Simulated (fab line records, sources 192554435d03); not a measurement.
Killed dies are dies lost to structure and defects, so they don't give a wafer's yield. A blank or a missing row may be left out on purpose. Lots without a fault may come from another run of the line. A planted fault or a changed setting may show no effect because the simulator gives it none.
One fault seen from 3 desks | flow n5_finfet | each desk has only its own numbers; what lay behind them comes last

THE DEFECT DESK
What the inspections along the route counted, lot by lot: means of the sampled wafers that have a number. A lot is out of limits, marked OUT, if its mean lies more than 4 standard deviations from the usual mean; the brackets give that distance.
Columns: A = raw_defect_count at N5_BEOL_M12_INSPECT_55, usual 69
lot  | first seen here | A
L785 | day 11 06:51    | 37
L797 | day 14 12:30    | 79
L798 | day 15 03:41    | 70
L800 | day 15 04:01    | 40
L803 | day 16 15:26    | 38
L806 | day 16 15:46    | 73
This desk's finding: nothing out of limits on any of the 6 lots.

THE TOOL OWNER'S DESK: litho_track-03
The tool's own readings at N5_BEOL_M13_PEB_08 (peb time 90 s): means of the sampled wafers that have a number, for each lot that ran on this tool. A lot is out of limits, marked OUT, if its mean lies more than 4 standard deviations from the usual mean; the brackets give that distance.
Columns: A = chill_plate_temp_C at N5_BEOL_M13_PEB_08, usual 22.98 C; B = exhaust_pa at N5_BEOL_M13_PEB_08, usual 45.0 Pa
lot  | first seen here | A     | B
L800 | day 15 04:23    | 23.03 | 44.1
This desk's finding: nothing out of limits on the one lot.

THE METROLOGY DESK
What the gauges read, lot by lot, whatever tool the lot ran on: means of the sampled wafers that have a number. A lot is out of limits, marked OUT, if its mean lies more than 4 standard deviations from the usual mean; the brackets give that distance.
Columns: A = M12_THK at N5_BEOL_M12_THK_MEAS_50, usual 320 nm; B = M12_RS at N5_BEOL_M12_RS_MEAS_54, usual 0.0599 ohm/sq; C = M13_ILD_THK at N5_BEOL_M13_THK_MEAS_01, usual 836 nm
lot  | first seen here | A   | B      | C
L785 | day 11 06:42    | 322 | 0.0605 | 829
L797 | day 14 12:21    | 322 | 0.0593 | 828
L798 | day 15 03:32    | 321 | 0.0596 | 838
L800 | day 15 03:49    | 314 | 0.0610 | 842
L803 | day 16 15:17    | 321 | 0.0598 | 834
L806 | day 16 15:37    | 322 | 0.0600 | 840
This desk's finding: nothing out of limits on any of the 6 lots.

PUT TOGETHER
The defect desk saw nothing out of limits.
The tool owner's desk saw nothing out of limits.
The metrology desk saw nothing out of limits.

WHAT THE SIMULATOR HAD PUT IN
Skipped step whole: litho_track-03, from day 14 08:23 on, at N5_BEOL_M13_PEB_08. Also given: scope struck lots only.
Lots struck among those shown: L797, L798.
